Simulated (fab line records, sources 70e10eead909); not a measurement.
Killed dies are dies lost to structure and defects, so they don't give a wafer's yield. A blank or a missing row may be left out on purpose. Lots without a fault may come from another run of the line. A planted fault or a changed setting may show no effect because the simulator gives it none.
fab line records | flow nand_harc
record lots=5 wafers=15 last_day=23
route steps=1159 shown P_GATE@200 P_CONTACT@217
lots that met no fault: from a run of the same line without faults
start_h: hours from the record's first day to the start of the lot's first wafer shown | wait_h: hours since the lot's step before | " the same as in the row above | L1.1+2: a row that stands for several wafers | - no value, or no start given | * or withheld: withheld | < > ~ a bound
route shown NAME@n: a module of which the file shows steps, and the number in the route of the first | usual: mean/standard deviation of fault-free wafers | same: alike in all rows | chamber/n: place in a boat | sites: the reading at each site | _std_site: their standard deviation | _edge_site: outer sites' mean less inner sites' | radius_mm: how far each site lies from the wafer's centre | mask NAME#n: copy n | behind: the tool/chamber that last shaped the wafer | hold: why the lot was held/for how many hours/how that ended | device: the transistor (n, p or np) that didn't switch | end of line: the same wafers' tests at the end of the route | a step without rows: its recipe alone | killed: dies lost to structure and defects at the first sort, not the wafer's yield | map: a wafer's dies, x killed, . not, _ none there
set.NAME: the setting as run; set.NAME@STEP: as run at that earlier step | model.NAME: the simulator's own value behind a step, which no gauge read
lots at some steps of the route; a table a step, a row a wafer
services: from which hour (start_h, from the record's first day; less than 0 if before it) a tool's chamber was out of use, for how many hours, and why
## steps
# step NHARC_P_GATE_CD_MEAS_91
# recipe target_cd_nm=2000 landing_energy_ev=500
# usual cd_nm=2000.4/1.8
# columns lot.wafer tool chamber start_h wait_h cd_nm
L077.2 cd_sem-01 0 119.52 - 2000.8
L077.3 " 0 " " 2001.2
L077.5 " 0 " " 2002.1
L087.2 cd_sem-01 0 186.09 - 1999.0
L087.3 " 0 " " 2002.3
L087.6 " 0 " " 1998.8
L091.2 cd_sem-01 0 198.51 - 2003.7
L091.5 " 0 " " 2002.6
L091.6 " 0 " " 2000.2
L090.2 cd_sem-01 0 199.13 - 1999.7
L090.3 " 0 " " 1999.4
L090.4 " 0 " " 2000.8
L092.3 cd_sem-02 0 212.76 - 2002.2
L092.4 " 0 " " 2001.1
L092.6 " 0 " " 2002.4
# step NHARC_P_GATE_HARDBAKE_92
# recipe temp_c=125 time_s=80
# columns lot.wafer tool chamber start_h wait_h
L077.2+3+5 litho_track-05 0 119.60 -
L087.2+3+6 litho_track-05 0 186.17 -
L091.2+5+6 litho_track-02 0 198.59 -
L090.2+3+4 litho_track-03 0 199.21 -
L092.3+4+6 litho_track-02 0 212.84 -
# step NHARC_P_GATE_DESCUM_93
# recipe time_s=3 o2_flow_sccm=200 ar_flow_sccm=0 bias_power_w=0 chemistry=O2
# usual drypump_motor_current_A=5.7/0.52 oes_product_au=1.001/0.01 rf_vpp_V=57.8/0.8 showerhead_plenum_p_Torr=1.91/0.081 throttle_valve_pct=11.312/0.0089
# columns lot.wafer tool chamber start_h wait_h drypump_motor_current_A oes_product_au rf_hours_counter_h rf_vpp_V showerhead_plenum_p_Torr throttle_valve_pct
L077.2 rie_diel-08 3 119.68 - 5.2 0.989 32 57.0 1.82 11.322
L077.3 " 2 " " 6.0 1.005 32 57.6 1.91 11.298
L077.5 " 3 " " 5.2 0.998 - 58.6 1.82 11.307
L087.2 rie_diel-05 0 186.26 - 5.3 0.988 6 57.9 2.05 11.304
L087.3 " 2 " " 6.3 0.998 6 59.0 2.07 11.299
L087.6 " 0 " " 5.3 0.987 - 58.4 2.05 11.332
L091.2 rie_diel-05 2 198.70 - 6.3 1.001 11 58.0 2.07 11.316
L091.6 " 0 " " 5.3 0.993 - 57.1 2.05 11.328
L091.5 " 1 " " 6.1 0.993 - 57.0 1.94 11.306
L090.3 rie_diel-07 1 199.29 - 6.1 0.987 48 57.9 1.80 11.312
L090.4 " 3 " " 5.7 0.997 41 57.4 1.76 11.310
L090.2 " 0 " " 5.3 0.987 49 57.3 1.88 11.284
L092.4 rie_diel-08 0 213.19 - 5.6 1.018 17 57.6 1.93 11.320
L092.3 " 1 " " 6.5 0.999 17 58.2 1.86 11.320
L092.6 " 0 " " 5.5 1.008 - 57.1 1.93 11.323
# step NHARC_P_GATE_IMPLANT_94
# recipe energy_kev=60 dose_cm2=2e+15 tilt_deg=7
# usual end_station_pressure_torr=1.25e-05/7.3e-07
# columns lot.wafer tool chamber start_h wait_h end_station_pressure_torr
L077.2 implanter-01 0 119.86 0.2 1.25e-05
L077.3 " 0 " " 1.25e-05
L077.5 " 0 " " 1.28e-05
L087.2 implanter-02 0 186.42 0.2 1.35e-05
L087.3 " 0 " " 1.22e-05
L087.6 " 0 " " 1.28e-05
L091.2 implanter-02 0 198.85 0.1 1.25e-05
L091.5 " 0 " " 1.26e-05
L091.6 " 0 " " 1.37e-05
L090.2 implanter-01 0 199.47 0.1 1.24e-05
L090.3 " 0 " " 1.18e-05
L090.4 " 0 " " 1.14e-05
L092.3 implanter-01 0 213.38 0.2 1.17e-05
L092.4 " 0 " " 1.19e-05
L092.6 " 0 " " 1.28e-05
# step NHARC_P_GATE_STRIP_113
# recipe power_w=1500 temp_c=110 time_s=740 chemistry=N2/H2
# usual drypump_motor_current_A=5.57/0.18 heater_power_w=89/3.8
# columns lot.wafer tool chamber start_h wait_h drypump_motor_current_A heater_power_w rf_hours_counter_h
L077.2 plasma_asher-02 1 120.05 0.2 5.73 94 40
L077.3 " 1 " " 5.73 93 -
L077.5 " 1 " " 5.73 94 -
L087.2 plasma_asher-01 1 187.95 1.5 5.76 84 28
L087.3 " 1 " " 5.77 84 -
L087.6 " 1 " " 5.76 82 -
L091.2 plasma_asher-02 0 199.16 0.3 5.42 90 3
L091.5 " 1 " " 5.72 93 -
L091.6 " 0 " " 5.41 93 -
L090.2 plasma_asher-01 1 199.66 0.2 5.75 83 34
L090.4 " 1 " " 5.75 83 -
L090.3 " 0 " " 5.34 92 -
L092.3 plasma_asher-02 0 213.79 0.4 5.42 94 -
L092.4 " 1 " " 5.72 90 -
L092.6 " 0 " " 5.41 92 -
# step NHARC_P_GATE_STRIP_95
# recipe power_w=1500 temp_c=250 chemistry=O2
# usual drypump_motor_current_A=5.58/0.18 heater_power_w=335/14
# columns lot.wafer tool chamber start_h wait_h drypump_motor_current_A heater_power_w rf_hours_counter_h
L077.2 plasma_asher-02 1 120.78 0.6 5.73 354 41
L077.3 " 1 " " 5.74 347 -
L077.5 " 1 " " 5.72 352 -
L087.2 plasma_asher-01 1 188.66 0.6 5.78 306 28
L087.3 " 1 " " 5.75 311 -
L087.6 " 1 " " 5.77 309 -
L091.2 plasma_asher-02 0 199.76 0.5 5.41 340 3
L091.5 " 1 " " 5.73 346 -
L091.6 " 0 " " 5.38 349 -
L090.2 plasma_asher-01 1 200.37 0.6 5.76 304 35
L090.4 " 1 " " 5.76 310 -
L090.3 " 0 " " 5.37 341 -
L092.3 plasma_asher-02 0 214.29 0.4 5.40 343 -
L092.4 " 1 " " 5.72 352 -
L092.6 " 0 " " 5.40 336 -
# step NHARC_P_GATE_STRIP_96
# recipe time_s=900 temp_c=130 chemistry=SPM
# columns lot.wafer tool chamber start_h wait_h
L077.2+3+5 wet_bench-03 5,6,2 120.99 0.2
L087.3+6+2 wet_bench-06 6,1,3 188.88 0.2
L091.2+5+6 wet_bench-06 5,7,1 199.98 0.2
L090.3+4+2 wet_bench-06 5,7,0 200.60 0.2
L092.3+4+6 wet_bench-06 6,0,3 214.48 0.2
# step NHARC_P_GATE_RTA_64
# recipe temp_c=1050 time_s=1
# usual lamp_power_pct=32.95/0.2 lamp_zone_6_pct=32.90/0.2 wafer_temp_C_max=1055.0/1.1
# columns lot.wafer tool chamber start_h wait_h lamp_power_pct lamp_zone_6_pct wafer_temp_C_max
L077.2 rtp_anneal-01 0 121.56 - 32.80 32.76 1055.2
L077.3 " 0 " " 32.74 32.67 1055.4
L077.5 " 0 " " 32.77 32.70 1054.7
L087.2 rtp_anneal-02 0 189.26 - 33.24 33.17 1053.7
L087.3 " 0 " " 33.18 33.15 1054.6
L087.6 " 0 " " 33.20 33.11 1054.2
L091.2 rtp_anneal-01 0 200.35 - 32.73 32.66 1055.9
L091.5 " 0 " " 32.68 32.69 1058.6
L091.6 " 0 " " 32.73 32.62 1054.4
L090.2 rtp_anneal-02 0 201.12 - 33.17 33.15 1054.6
L090.3 " 0 " " 33.19 33.14 1055.0
L090.4 " 0 " " 33.17 33.15 1054.3
L092.3 rtp_anneal-01 0 214.89 - 32.76 32.75 1053.4
L092.4 " 0 " " 32.75 32.70 1055.8
L092.6 " 0 " " 32.76 32.73 1055.6
# step NHARC_P_GATE_ETCH_77
# recipe target_depth_a=60 chemistry=dHF material=SiO2
# columns lot.wafer tool chamber start_h wait_h
L077.2+3+5 wet_bench-03 3,5,6 121.75 0.2
L087.6+2+3 wet_bench-06 6,7,2 189.43 0.0
L091.6+2+5 wet_bench-03 2,5,6 200.52 0.0
L090.2+3+4 wet_bench-06 3,4,5 201.31 0.2
L092.4+3+6 wet_bench-06 4,6,0 215.03 0.1
# step NHARC_P_GATE_DEGAS_109
# recipe temp_c=300 time_s=60
# usual heater_power_w=456/44
# columns lot.wafer tool chamber start_h wait_h heater_power_w
L077.2 pvd_sputter-03 - 121.86 0.1 492
L077.3 " - " " 360
L077.5 " - " " 477
L087.2 pvd_sputter-01 - 189.54 0.1 442
L087.3 " - " " 487
L087.6 " - " " 458
L091.2 pvd_sputter-03 - 200.63 0.1 491
L091.6 " - " " 480
L091.5 " - " " 483
L090.2 pvd_sputter-03 - 201.41 0.1 366
L090.3 " - " " 404
L090.4 " - " " 476
L092.4 pvd_sputter-03 - 215.14 0.1 390
L092.3 " - " " 477
L092.6 " - " " 400
# step NHARC_P_GATE_PRE_CLEAN_110
# recipe time_s=30 bias_v=200 gas=Ar
# columns lot.wafer tool chamber start_h wait_h
L077.3+2+5 pvd_sputter-03 - - -
L087.2+3+6 pvd_sputter-01 - - -
L091.2+6+5 pvd_sputter-03 - - -
L090.2+3+4 pvd_sputter-03 - - -
L092.4+3+6 pvd_sputter-03 - - -
# step NHARC_P_GATE_SPUTTER_78
# recipe target_thk_a=100 material=Ni
# columns lot.wafer tool chamber start_h wait_h
L077.2+3+5 pvd_sputter-03 - - -
L087.3+2+6 pvd_sputter-01 - - -
L091.2+5+6 pvd_sputter-03 - - -
L090.2+4+3 pvd_sputter-03 - - -
L092.4+3+6 pvd_sputter-03 - - -
# step NHARC_P_GATE_SPUTTER_79
# recipe target_thk_a=100 material=TiN
# columns lot.wafer tool chamber start_h wait_h
L077.2+3+5 pvd_sputter-03 - - -
L087.3+2+6 pvd_sputter-01 - - -
L091.2+5+6 pvd_sputter-03 - - -
L090.3+2+4 pvd_sputter-03 - - -
L092.3+4+6 pvd_sputter-03 - - -
# step NHARC_P_GATE_RTA_80
# recipe temp_c=300 time_s=30
# usual wafer_temp_C_max=301.3/0.36
# columns lot.wafer tool chamber start_h wait_h wafer_temp_C_max
L077.2 rtp_anneal-02 0 122.18 - 300.8
L077.3 " 0 " " 301.3
L077.5 " 0 " " 301.4
L087.2 rtp_anneal-01 0 189.86 - 301.7
L087.3 " 0 " " 301.7
L087.6 " 0 " " 301.5
L091.2 rtp_anneal-02 0 200.95 - 301.2
L091.5 " 0 " " 301.5
L091.6 " 0 " " 301.8
L090.2 rtp_anneal-02 0 201.72 - 301.3
L090.3 " 0 " " 301.6
L090.4 " 0 " " 301.3
L092.3 rtp_anneal-01 0 215.49 - 301.8
L092.4 " 0 " " 301.5
L092.6 " 0 " " 301.0
# step NHARC_P_GATE_STRIP_67
# recipe time_s=600 temp_c=130 chemistry=SPM
# columns lot.wafer tool chamber start_h wait_h
L077.2+5+3 wet_bench-01 6,7,0 122.36 0.1
L087.6+3+2 wet_bench-03 3,4,7 190.03 0.0
L091.2+6+5 wet_bench-01 2,3,4 201.12 0.1
L090.2+3+4 wet_bench-03 7,1,2 201.91 0.2
L092.4+3+6 wet_bench-06 3,7,0 215.64 0.1
# step NHARC_P_GATE_RTA_82
# recipe temp_c=450 time_s=30
# usual lamp_power_pct=3.861/0.024 lamp_zone_6_pct=3.830/0.023 wafer_temp_C_max=452.2/0.55
# columns lot.wafer tool chamber start_h wait_h lamp_power_pct lamp_zone_6_pct wafer_temp_C_max
L077.2 rtp_anneal-02 0 122.64 - 3.880 3.853 452.3
L077.3 " 0 " " 3.886 3.849 452.0
L077.5 " 0 " " 3.887 3.852 452.5
L087.2 rtp_anneal-02 0 190.32 - 3.887 3.848 452.1
L087.3 " 0 " " 3.886 3.853 452.8
L087.6 " 0 " " 3.882 3.856 452.1
L091.2 rtp_anneal-02 0 201.46 - 3.885 3.857 451.4
L091.5 " 0 " " 3.884 3.852 451.6
L091.6 " 0 " " 3.885 3.855 452.0
L090.2 rtp_anneal-02 0 202.19 - 3.889 3.855 451.3
L090.3 " 0 " " 3.881 3.856 452.2
L090.4 " 0 " " 3.890 3.855 451.7
L092.3 rtp_anneal-01 0 215.95 - 3.839 3.813 451.6
L092.4 " 0 " " 3.835 3.809 453.5
L092.6 " 0 " " 3.840 3.805 452.0
# step NHARC_P_GATE_INSPECT_68
# usual raw_defect_count=192/85
# columns lot.wafer tool chamber start_h wait_h raw_defect_count
L077.2 defect_inspect-01 - 122.81 0.1 202
L077.3 " - " " 244
L077.5 " - " " 186
L087.2 defect_inspect-01 - 190.49 0.1 150
L087.3 " - " " 131
L087.6 " - " " 230
L091.2 defect_inspect-02 - 201.64 0.1 128
L091.5 " - " " 194
L091.6 " - " " 230
L090.2 defect_inspect-01 - 202.35 0.1 245
L090.3 " - " " 174
L090.4 " - " " 137
L092.3 defect_inspect-02 - 216.09 0.1 233
L092.4 " - " " 148
L092.6 " - " " 151
# step NHARC_P_CONTACT_DEP_30
# recipe target_thk_a=300 temp_c=400 target_thk_nm=30 flow_sccm=200 rf_w=450 material=SiNx
# usual heater_power_w=712/120
# columns lot.wafer tool chamber start_h wait_h heater_power_w
L077.3 pecvd-01 1 122.92 0.1 619
L077.2 " 2 " " 932
L077.5 " 2 " " 952
L087.2 pecvd-01 1 190.55 0.1 659
L087.3 " 0 " " 565
L087.6 " 2 " " 925
L091.2 pecvd-01 0 201.75 0.1 510
L091.5 " 2 " " 953
L091.6 " 1 " " 679
L090.2 pecvd-03 0 202.42 0.1 741
L090.3 " 1 " " 685
L090.4 " 2 " " 638
L092.3 pecvd-03 1 216.51 0.4 804
L092.4 " 2 " " 610
L092.6 " 0 " " 764
# step NHARC_P_CONTACT_DEP_00
# recipe target_thk_a=5000 temp_c=400 pressure_torr=6.5 rf_w=900 teos_flow_sccm=161.4 flow_sccm=2650 target_thk_nm=500 gas=O2 material=SiO2
# usual chamber_pressure_Torr=6.499/0.015 flow_sccm=2651/8.1 heater_power_w=549/120 throttle_valve_pct=15.7/0.44
# columns lot.wafer tool chamber start_h wait_h chamber_pressure_Torr flow_sccm heater_power_w throttle_valve_pct
L077.3 pecvd-01 1 - - 6.528 2649 570 15.4
L077.2 " 2 " " 6.495 2659 768 15.5
L077.5 " 2 " " 6.521 2656 798 15.6
L087.2 pecvd-01 1 - - 6.506 2649 483 15.3
L087.3 " 0 " " 6.505 2654 369 16.3
L087.6 " 2 " " 6.496 2651 781 15.5
L091.2 pecvd-01 0 - - 6.509 2648 481 16.1
L091.5 " 2 " " 6.500 2657 752 15.5
L091.6 " 1 " " 6.492 2654 488 15.7
L090.2 pecvd-03 0 - - 6.513 2645 560 15.8
L090.3 " 1 " " 6.516 2638 567 16.2
L090.4 " 2 " " 6.491 2648 478 15.9
L092.3 pecvd-03 1 - - 6.517 2638 573 16.4
L092.4 " 2 " " 6.501 2660 558 15.8
L092.6 " 0 " " 6.476 2645 573 15.8
# step NHARC_P_CONTACT_CMP_01
# recipe target_thk_nm=200 material=SiO2
# usual motor_current_A=12.0/0.98
# columns lot.wafer tool chamber start_h wait_h motor_current_A
L077.3 cmp-01 2 123.64 - 12.4
L077.2 " 3 " " 12.8
L077.5 " 1 " " 12.2
L087.2 cmp-02 2 191.29 - 13.1
L087.3 " 3 " " 11.1
L087.6 " 1 " " 11.3
L091.2 cmp-02 2 202.45 - 13.5
L091.6 " 1 " " 11.0
L091.5 " 2 " " 13.3
L090.2 cmp-02 0 203.13 - 11.3
L090.3 " 1 " " 11.1
L090.4 " 3 " " 11.3
L092.4 cmp-02 3 217.22 - 10.9
L092.3 " 2 " " 13.6
L092.6 " 0 " " 11.5
# step NHARC_P_CONTACT_SRD_03
# columns lot.wafer tool chamber start_h wait_h
L077.5+2+3 wet_bench-07 6,7,0 123.90 0.0
L087.3+2+6 wet_bench-02 4,7,0 191.56 0.0
L091.2+6+5 wet_bench-02 6,7,2 202.72 0.0
L090.4+2+3 wet_bench-02 6,1,3 203.43 0.0
L092.6+4+3 wet_bench-09 7,0,1 217.52 0.0
# step NHARC_P_CONTACT_DEHYDRATE_04
# recipe temp_c=150 time_s=120
# columns lot.wafer tool chamber start_h wait_h
L077.2+3+5 litho_track-01 0 123.98 0.1
L087.2+3+6 litho_track-06 0 191.64 0.1
L091.2+5+6 litho_track-04 0 202.80 0.1
L090.2+3+4 litho_track-06 0 203.51 0.1
L092.3+4+6 litho_track-01 0 217.60 0.1
# step NHARC_P_CONTACT_HMDS_05
# recipe time_s=30
# columns lot.wafer tool chamber start_h wait_h
L077.2+3+5 litho_track-01 0 - -
L087.2+3+6 litho_track-06 0 - -
L091.2+5+6 litho_track-04 0 - -
L090.2+3+4 litho_track-06 0 - -
L092.3+4+6 litho_track-01 0 - -
# step NHARC_P_CONTACT_COAT_33
# recipe temp_c=260 time_s=75
# columns lot.wafer tool chamber start_h wait_h
L077.2+3+5 litho_track-01 0 - -
L087.2+3+6 litho_track-06 0 - -
L091.2+5+6 litho_track-04 0 - -
L090.2+3+4 litho_track-06 0 - -
L092.3+4+6 litho_track-01 0 - -
# step NHARC_P_CONTACT_COAT_34
# recipe temp_c=225 time_s=65
# columns lot.wafer tool chamber start_h wait_h
L077.2+3+5 litho_track-01 0 - -
L087.2+3+6 litho_track-06 0 - -
L091.2+5+6 litho_track-04 0 - -
L090.2+3+4 litho_track-06 0 - -
L092.3+4+6 litho_track-01 0 - -
# step NHARC_P_CONTACT_COAT_06
# recipe spin_rpm=1500 resist_thk_nm=90
# columns lot.wafer tool chamber start_h wait_h
L077.2+3+5 litho_track-01 0 - -
L087.2+3+6 litho_track-06 0 - -
L091.2+5+6 litho_track-04 0 - -
L090.2+3+4 litho_track-06 0 - -
L092.3+4+6 litho_track-01 0 - -
# step NHARC_P_CONTACT_SOFTBAKE_07
# recipe temp_c=105 time_s=55
# columns lot.wafer tool chamber start_h wait_h
L077.2+3+5 litho_track-01 0 - -
L087.2+3+6 litho_track-06 0 - -
L091.2+5+6 litho_track-04 0 - -
L090.2+3+4 litho_track-06 0 - -
L092.3+4+6 litho_track-01 0 - -
# step NHARC_P_CONTACT_EBR_08
# columns lot.wafer tool chamber start_h wait_h
L077.2+3+5 litho_track-01 0 - -
L087.2+3+6 litho_track-06 0 - -
L091.2+5+6 litho_track-04 0 - -
L090.2+3+4 litho_track-06 0 - -
L092.3+4+6 litho_track-01 0 - -
# step NHARC_P_CONTACT_EXPOSE_09
# recipe na=1.35 target_cd_nm=90 dose_mj=81.26 mask_id=P_CA
# columns lot.wafer tool chamber start_h wait_h mask
L077.2+3+5 arfi_scanner-01 0 124.29 - P_CA#0
L087.2+3+6 arfi_scanner-03 0 191.96 - P_CA#0
L091.2+5+6 arfi_scanner-02 0 203.12 - P_CA#0
L090.2+3+4 arfi_scanner-02 0 203.70 - P_CA#0
L092.3+4+6 arfi_scanner-02 0 217.79 - P_CA#0
# step NHARC_P_CONTACT_PEB_10
# recipe peb_temp_c=100 peb_time_s=65
# columns lot.wafer tool chamber start_h wait_h
L077.2+3+5 litho_track-01 0 124.35 0.1
L087.2+3+6 litho_track-04 0 192.02 0.1
L091.2+5+6 litho_track-01 0 203.18 0.1
L090.2+3+4 litho_track-04 0 203.76 0.1
L092.3+4+6 litho_track-04 0 217.85 0.0
# step NHARC_P_CONTACT_DEVELOP_11
# recipe develop_time_s=35 dev_temp_c=23
# columns lot.wafer tool chamber start_h wait_h
L077.2+3+5 litho_track-01 0 - -
L087.2+3+6 litho_track-04 0 - -
L091.2+5+6 litho_track-01 0 - -
L090.2+3+4 litho_track-04 0 - -
L092.3+4+6 litho_track-04 0 - -
# step NHARC_P_CONTACT_CD_MEAS_12
# recipe target_cd_nm=90 landing_energy_ev=500
# usual cd_nm=90.0/0.61
# columns lot.wafer tool chamber start_h wait_h cd_nm
L077.2 cd_sem-03 0 124.43 - 89.9
L077.3 " 0 " " 90.5
L077.5 " 0 " " 91.0
L087.2 cd_sem-02 0 192.10 - 90.2
L087.3 " 0 " " 89.9
L087.6 " 0 " " 90.0
L091.2 cd_sem-01 0 203.26 - 90.7
L091.5 " 0 " " 90.4
L091.6 " 0 " " 90.1
L090.2 cd_sem-02 0 203.84 - 90.2
L090.3 " 0 " " 89.7
L090.4 " 0 " " 90.1
L092.3 cd_sem-02 0 217.93 - 88.5
L092.4 " 0 " " 89.2
L092.6 " 0 " " 89.7
# step NHARC_P_CONTACT_OVL_MEAS_13
# usual overlay_x_nm=-0.1/0.83 overlay_y_nm=0.1/0.66
# columns lot.wafer tool chamber start_h wait_h overlay_x_nm overlay_y_nm
L077.2 overlay-02 - 124.53 - 0.6 -0.6
L077.3 " - " " 0.4 -0.6
L077.5 " - " " 0.6 -0.5
L087.2 overlay-02 - 192.18 - -0.7 0.2
L087.3 " - " " -0.6 -0.2
L087.6 " - " " -1.0 -0.3
L091.2 overlay-01 - 203.35 - -1.5 0.0
L091.5 " - " " -0.7 -0.3
L091.6 " - " " -0.4 -0.7
L090.2 overlay-02 - 203.93 - -0.3 0.4
L090.3 " - " " -1.0 0.1
L090.4 " - " " -0.1 0.5
L092.3 overlay-01 - 218.01 - 0.6 0.9
L092.4 " - " " 0.0 0.4
L092.6 " - " " -0.2 0.4
# step NHARC_P_CONTACT_INSPECT_14
# usual raw_defect_count=3.5/2.1
# columns lot.wafer tool chamber start_h wait_h raw_defect_count
L077.2 defect_inspect-02 - 124.57 0.0 3
L077.3 " - " " 2
L077.5 " - " " 5
L087.2 defect_inspect-02 - 192.22 0.0 8
L087.3 " - " " 7
L087.6 " - " " 3
L091.2 defect_inspect-01 - 203.38 0.0 6
L091.5 " - " " 1
L091.6 " - " " 2
L090.2 defect_inspect-01 - 203.96 0.0 5
L090.3 " - " " 4
L090.4 " - " " 4
L092.3 defect_inspect-01 - 218.05 0.0 6
L092.4 " - " " 6
L092.6 " - " " 3
# step NHARC_P_CONTACT_DESCUM_17
# recipe time_s=3 o2_flow_sccm=200 ar_flow_sccm=0 bias_power_w=0 chemistry=O2
# usual drypump_motor_current_A=5.8/0.31 oes_product_au=1.001/0.01 rf_vpp_V=58.0/0.99 showerhead_plenum_p_Torr=1.94/0.086 throttle_valve_pct=11.311/0.0098
# columns lot.wafer tool chamber start_h wait_h drypump_motor_current_A oes_product_au rf_hours_counter_h rf_vpp_V showerhead_plenum_p_Torr throttle_valve_pct
L077.2 rie_diel-13 0 124.64 0.1 5.9 1.018 3 57.9 2.04 11.310
L077.3 " 1 " " 6.0 0.981 3 57.7 1.82 11.318
L077.5 " 3 " " 5.6 0.994 - 57.5 1.96 11.316
L087.3 rie_diel-01 0 192.29 0.1 5.9 1.018 4 58.6 1.88 11.314
L087.2 " 2 " " 5.1 0.990 5 56.4 1.81 11.320
L087.6 " 3 " " 5.4 0.994 - 57.7 2.03 11.318
L091.2 rie_diel-01 0 203.46 0.1 5.9 1.013 5 57.2 1.88 11.298
L091.6 " 2 " " 5.1 0.991 - 58.0 1.81 11.307
L091.5 " 3 " " 5.5 0.991 - 57.8 2.03 11.312
L090.2 rie_diel-04 2 204.02 0.1 5.9 0.998 33 57.2 1.92 11.323
L090.3 " 1 " " 5.9 0.995 34 56.6 1.80 11.325
L090.4 " 2 " " 5.9 1.000 - 58.6 1.92 11.317
L092.3 rie_diel-01 3 218.12 0.1 5.4 0.987 6 57.8 2.03 11.317
L092.4 " 1 " " 6.1 1.001 7 59.0 2.04 11.304
L092.6 " 2 " " 5.1 0.993 - 56.8 1.81 11.304
# step NHARC_P_CONTACT_ETCH_35
# recipe target_depth_a=390 over_etch_frac=0.3 time_s=65 ion_energy_ev=80 cf4_flow_sccm=150 ar_flow_sccm=0 rf_w=300 bias_w=100 chemistry=CF4
# usual drypump_motor_current_A=5.8/0.32 oes_product_au=0.999/0.01 rf_vpp_V=151.6/1.2 showerhead_plenum_p_Torr=1.79/0.075 throttle_valve_pct=13.284/0.0094
# columns lot.wafer tool chamber start_h wait_h drypump_motor_current_A oes_product_au rf_hours_counter_h rf_vpp_V showerhead_plenum_p_Torr throttle_valve_pct
L077.3 rie_diel-13 3 124.71 0.1 5.6 0.989 3 153.3 1.81 13.278
L077.2 " 0 " " 5.8 1.009 3 154.4 1.87 13.283
L077.5 " 0 " " 5.8 1.014 - 152.4 1.87 13.297
L087.2 rie_diel-01 2 192.38 0.1 5.2 0.994 5 151.0 1.68 13.293
L087.3 " 3 " " 5.5 1.001 5 152.0 1.87 13.284
L087.6 " 1 " " 6.1 0.997 - 152.1 1.88 13.298
L091.2 rie_diel-01 2 203.53 0.1 5.1 0.987 7 150.6 1.68 13.281
L091.5 " 2 " " 5.1 0.990 - 150.3 1.68 13.291
L091.6 " 3 " " 5.5 0.988 - 153.0 1.87 13.282
L090.2 rie_diel-04 2 204.21 0.2 5.9 0.997 33 151.3 1.77 13.279
L090.3 " 1 " " 5.9 1.008 34 149.5 1.67 13.287
L090.4 " 0 " " 6.3 0.995 - 153.1 1.84 13.288
L092.4 rie_diel-01 2 218.20 0.1 5.2 0.995 7 151.2 1.68 13.295
L092.3 " 3 " " 5.4 0.989 6 151.4 1.87 13.292
L092.6 " 2 " " 5.1 0.995 - 150.2 1.68 13.270
# step NHARC_P_CONTACT_ETCH_36
# recipe target_depth_a=2600 over_etch_frac=0.25 time_s=406.25 ion_energy_ev=200 n2_flow_sccm=150 h2_flow_sccm=150 ar_flow_sccm=0 rf_w=400 bias_w=150 chemistry=N2/H2
# usual drypump_motor_current_A=5.8/0.33 h2_flow_sccm=150.1/0.43 oes_product_au=1.001/0.01 rf_vpp_V=431.3/2.9 showerhead_plenum_p_Torr=2.07/0.099 throttle_valve_pct=14.169/0.0092
# columns lot.wafer tool chamber start_h wait_h drypump_motor_current_A h2_flow_sccm oes_product_au rf_hours_counter_h rf_vpp_V showerhead_plenum_p_Torr throttle_valve_pct
L077.3 rie_diel-13 3 - - 5.6 150.1 0.998 3 430.7 2.10 14.179
L077.2 " 2 " " 6.1 150.3 1.010 1 432.8 2.13 14.174
L077.5 " 0 " " 5.8 149.0 1.008 - 434.1 2.17 14.167
L087.2 rie_diel-01 0 - - 5.9 149.7 1.024 4 429.5 2.01 14.171
L087.3 " 1 " " 6.2 150.7 0.990 5 434.1 2.18 14.163
L087.6 " 1 " " 6.1 150.1 1.012 - 433.7 2.18 14.164
L091.2 rie_diel-01 0 - - 5.9 150.8 1.019 5 431.0 2.01 14.163
L091.6 " 3 " " 5.4 149.8 1.003 - 434.6 2.17 14.165
L091.5 " 0 " " 5.9 149.6 1.016 - 430.3 2.01 14.155
L090.3 rie_diel-04 0 - - 6.4 150.7 0.994 32 433.7 2.13 14.147
L090.2 " 1 " " 5.8 150.0 1.005 34 427.6 1.92 14.158
L090.4 " 0 " " 6.3 150.2 0.999 - 433.2 2.13 14.189
L092.4 rie_diel-01 1 - - 6.1 150.0 1.023 7 434.0 2.18 14.160
L092.3 " 2 " " 5.2 150.4 0.998 8 427.1 1.93 14.162
L092.6 " 1 " " 6.1 149.9 1.007 - 434.5 2.18 14.171
# step NHARC_P_CONTACT_ETCH_18
# recipe target_depth_a=4810 time_s=240.5 c4f8_flow_sccm=20 o2_flow_sccm=10 ar_flow_sccm=withheld rf_w=600 bias_w=1500 chemistry=C4F8/O2/Ar
# usual oes_product_au=0.961/0.017 rf_vpp_V=980/6
# columns lot.wafer tool chamber start_h wait_h oes_product_au rf_hours_counter_h rf_vpp_V
L077.2 rie_diel-13 3 - - 0.974 3 982
L077.3 " 0 " " 0.992 3 986
L077.5 " 1 " " 0.971 - 972
L087.3 rie_diel-01 0 - - 0.975 4 976
L087.2 " 1 " " 0.975 5 988
L087.6 " 1 " " 0.974 - 987
L091.2 rie_diel-01 2 - - 0.948 7 971
L091.6 " 3 " " 0.958 - 986
L091.5 " 0 " " 0.987 - 979
L090.3 rie_diel-04 1 - - 0.949 35 970
L090.2 " 2 " " 0.944 34 979
L090.4 " 0 " " 0.944 - 984
L092.3 rie_diel-01 0 - - 0.992 6 975
L092.4 " 3 " " 0.956 7 986
L092.6 " 0 " " 0.992 - 976
# step NHARC_P_CONTACT_STRIP_37
# recipe c4f8_flow_sccm=withheld o2_flow_sccm=8 ar_flow_sccm=withheld bias_w=0 chemistry=C4F8/O2/Ar
# columns lot.wafer tool chamber start_h wait_h
L077.3+2+5 rie_diel-13 3,1,3 - -
L087.3+2+6 rie_diel-01 0,1,2 - -
L091.2+5+6 rie_diel-01 0,1,2 - -
L090.3+2+4 rie_diel-04 1,2,1 - -
L092.3+4+6 rie_diel-01 2,3,2 - -
## services
# columns tool chamber start_h hours kind
pecvd-03 1 98.22 12.1 repair
rie_diel-13 - 99.00 9.0 pm
rie_diel-01 0 99.39 9.0 repair
plasma_asher-01 - 99.46 9.0 pm
pvd_sputter-03 - 102.03 10.0 pm
pecvd-03 - 111.16 13.0 pm
rie_diel-04 - 111.90 9.0 pm
pvd_sputter-01 - 116.01 2.6 repair
litho_track-06 - 117.00 7.0 pm
wet_bench-06 - 129.60 8.0 pm
pecvd-01 - 130.24 0.5 repair
rie_diel-01 - 137.80 9.0 pm
litho_track-04 - 141.00 7.0 pm
wet_bench-06 - 145.27 3.7 repair
wet_bench-03 - 146.40 8.0 pm
pvd_sputter-03 - 163.34 3.3 repair
rie_diel-13 1 167.23 4.1 repair
rie_diel-13 0 176.22 11.7 repair
plasma_asher-02 - 183.00 9.0 pm
pvd_sputter-03 - 192.92 1.7 repair
rie_diel-04 3 202.68 26.3 repair
rie_diel-04 - 206.60 0.8 repair
pecvd-01 1 211.18 4.8 repair
rie_diel-13 2 214.62 8.7 repair
## key
fault none
